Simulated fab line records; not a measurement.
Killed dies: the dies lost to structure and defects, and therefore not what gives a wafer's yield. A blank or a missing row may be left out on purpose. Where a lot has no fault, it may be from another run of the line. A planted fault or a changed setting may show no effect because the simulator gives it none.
Chamber matching || flow nand-harc || 4 sister chambers for NHARC_P_BONDPAD_ACTIVATE_29 on rie-diel-02
The step chemistry N2, time 60 s. 20 wafers are shown with their chamber, then 10 later ones without.

== EACH WAFER AND ITS CHAMBER ==
{"wafer": "L074.1", "chamber": 2, "drypump-motor-current-A (A)": 5.4, "oes-product-au (a.u.)": 1.021, "rf-vpp-V (V)": 62.8}
{"wafer": "L074.2", "chamber": 1, "drypump-motor-current-A (A)": 6.1, "oes-product-au (a.u.)": 0.979, "rf-vpp-V (V)": 63.4}
{"wafer": "L074.4", "chamber": 3, "drypump-motor-current-A (A)": 5.6, "oes-product-au (a.u.)": 1.014, "rf-vpp-V (V)": 63.4}
{"wafer": "L075.2", "chamber": 0, "drypump-motor-current-A (A)": 5.5, "oes-product-au (a.u.)": 1.008, "rf-vpp-V (V)": 63.8}
{"wafer": "L075.5", "chamber": 0, "drypump-motor-current-A (A)": 5.5, "oes-product-au (a.u.)": 1.011, "rf-vpp-V (V)": 65.4}
{"wafer": "L075.6", "chamber": 3, "drypump-motor-current-A (A)": 5.6, "oes-product-au (a.u.)": 1.004, "rf-vpp-V (V)": 63.5}
{"wafer": "L078.1", "chamber": 3, "drypump-motor-current-A (A)": 5.6, "oes-product-au (a.u.)": 1.010, "rf-vpp-V (V)": 63.7}
{"wafer": "L078.3", "chamber": 1, "drypump-motor-current-A (A)": 6.1, "oes-product-au (a.u.)": 0.990, "rf-vpp-V (V)": 62.9}
{"wafer": "L078.5", "chamber": 1, "drypump-motor-current-A (A)": 6.1, "oes-product-au (a.u.)": 0.986, "rf-vpp-V (V)": 63.3}
{"wafer": "L079.2", "chamber": 0, "drypump-motor-current-A (A)": 5.5, "oes-product-au (a.u.)": 1.016, "rf-vpp-V (V)": 65.1}
{"wafer": "L079.5", "chamber": 1, "drypump-motor-current-A (A)": 6.1, "oes-product-au (a.u.)": 0.986, "rf-vpp-V (V)": 64.8}
{"wafer": "L079.6", "chamber": 2, "drypump-motor-current-A (A)": 5.4, "oes-product-au (a.u.)": 1.005, "rf-vpp-V (V)": 62.5}
{"wafer": "L084.2", "chamber": 3, "drypump-motor-current-A (A)": 5.6, "oes-product-au (a.u.)": 1.011, "rf-vpp-V (V)": 65.2}
{"wafer": "L084.3", "chamber": 0, "drypump-motor-current-A (A)": 5.5, "oes-product-au (a.u.)": 1.004, "rf-vpp-V (V)": 64.8}
{"wafer": "L084.5", "chamber": 2, "drypump-motor-current-A (A)": 5.4, "oes-product-au (a.u.)": 0.976, "rf-vpp-V (V)": 64.9}
{"wafer": "L085.1", "chamber": 3, "drypump-motor-current-A (A)": 5.6, "oes-product-au (a.u.)": 1.005, "rf-vpp-V (V)": 63.1}
{"wafer": "L085.2", "chamber": 0, "drypump-motor-current-A (A)": 5.4, "oes-product-au (a.u.)": 1.005, "rf-vpp-V (V)": 65.9}
{"wafer": "L085.3", "chamber": 2, "drypump-motor-current-A (A)": 5.4, "oes-product-au (a.u.)": 0.996, "rf-vpp-V (V)": 63.6}
{"wafer": "L087.1", "chamber": 3, "drypump-motor-current-A (A)": 5.6, "oes-product-au (a.u.)": 1.020, "rf-vpp-V (V)": 64.7}
{"wafer": "L087.2", "chamber": 2, "drypump-motor-current-A (A)": 5.4, "oes-product-au (a.u.)": 0.989, "rf-vpp-V (V)": 62.5}

SIGNATURES (means of the wafers above)
{"reading": "drypump-motor-current-A", "chamber 0": 5.480, "chamber 1": 6.100, "chamber 2": 5.400, "chamber 3": 5.600, "scatter within a chamber": 0.0224}
{"reading": "oes-product-au", "chamber 0": 1.00880, "chamber 1": 0.98525, "chamber 2": 0.99740, "chamber 3": 1.01067, "scatter within a chamber": 0.00961}
{"reading": "rf-vpp-V", "chamber 0": 65.000, "chamber 1": 63.600, "chamber 2": 63.260, "chamber 3": 63.933, "scatter within a chamber": 0.87}
Rule: for each reading, subtract the chamber's mean from the wafer's reading, divide by that reading's scatter and square the result; add these up over the readings and take the root, which gives the wafer's distance from the chamber. The wafer belongs to the nearest chamber; if the next one is less than 2 further off, it can't be placed. How the scatter is found: for the shown wafers, subtract from each reading the mean of its chamber, square and add these, divide the total by (wafers less chambers), then take the root.

== WAFERS WHOSE CHAMBER IS MISSING ==
{"wafer": "L087.6", "drypump-motor-current-A (A)": 6.1, "oes-product-au (a.u.)": 0.998, "rf-vpp-V (V)": 63.6}
{"wafer": "L092.1", "drypump-motor-current-A (A)": 6.1, "oes-product-au (a.u.)": 1.003, "rf-vpp-V (V)": 62.9}
{"wafer": "L092.2", "drypump-motor-current-A (A)": 5.4, "oes-product-au (a.u.)": 0.990, "rf-vpp-V (V)": 63.7}
{"wafer": "L092.3", "drypump-motor-current-A (A)": 5.6, "oes-product-au (a.u.)": 1.016, "rf-vpp-V (V)": 64.8}
{"wafer": "L095.2", "drypump-motor-current-A (A)": 5.4, "oes-product-au (a.u.)": 1.011, "rf-vpp-V (V)": 64.3}
{"wafer": "L095.3", "drypump-motor-current-A (A)": 5.6, "oes-product-au (a.u.)": 1.021, "rf-vpp-V (V)": 64.3}
{"wafer": "L095.6", "drypump-motor-current-A (A)": 5.5, "oes-product-au (a.u.)": 1.013, "rf-vpp-V (V)": 62.0}
{"wafer": "L097.2", "drypump-motor-current-A (A)": 6.1, "oes-product-au (a.u.)": 0.989, "rf-vpp-V (V)": 63.7}
{"wafer": "L097.3", "drypump-motor-current-A (A)": 5.6, "oes-product-au (a.u.)": 1.018, "rf-vpp-V (V)": 62.5}
{"wafer": "L097.6", "drypump-motor-current-A (A)": 5.6, "oes-product-au (a.u.)": 1.021, "rf-vpp-V (V)": 63.2}

== WHICH CHAMBER EACH WENT THROUGH ==
{"wafer": "L087.6", "from the rows above": 1, "in truth": 1}
{"wafer": "L092.1", "from the rows above": 1, "in truth": 1}
{"wafer": "L092.2", "from the rows above": 2, "in truth": 2}
{"wafer": "L092.3", "from the rows above": 3, "in truth": 3}
{"wafer": "L095.2", "from the rows above": "can't be placed: 2 or 0", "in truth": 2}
{"wafer": "L095.3", "from the rows above": 3, "in truth": 3}
{"wafer": "L095.6", "from the rows above": "can't be placed: 0 or 2 or 3", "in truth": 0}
{"wafer": "L097.2", "from the rows above": 1, "in truth": 1}
{"wafer": "L097.3", "from the rows above": 3, "in truth": 3}
{"wafer": "L097.6", "from the rows above": 3, "in truth": 3}
Correctly placed: 8 of 10. Cannot be placed on the basis of these rows: 2; the candidates contain the true chamber in 2. Placed wrongly: 0.
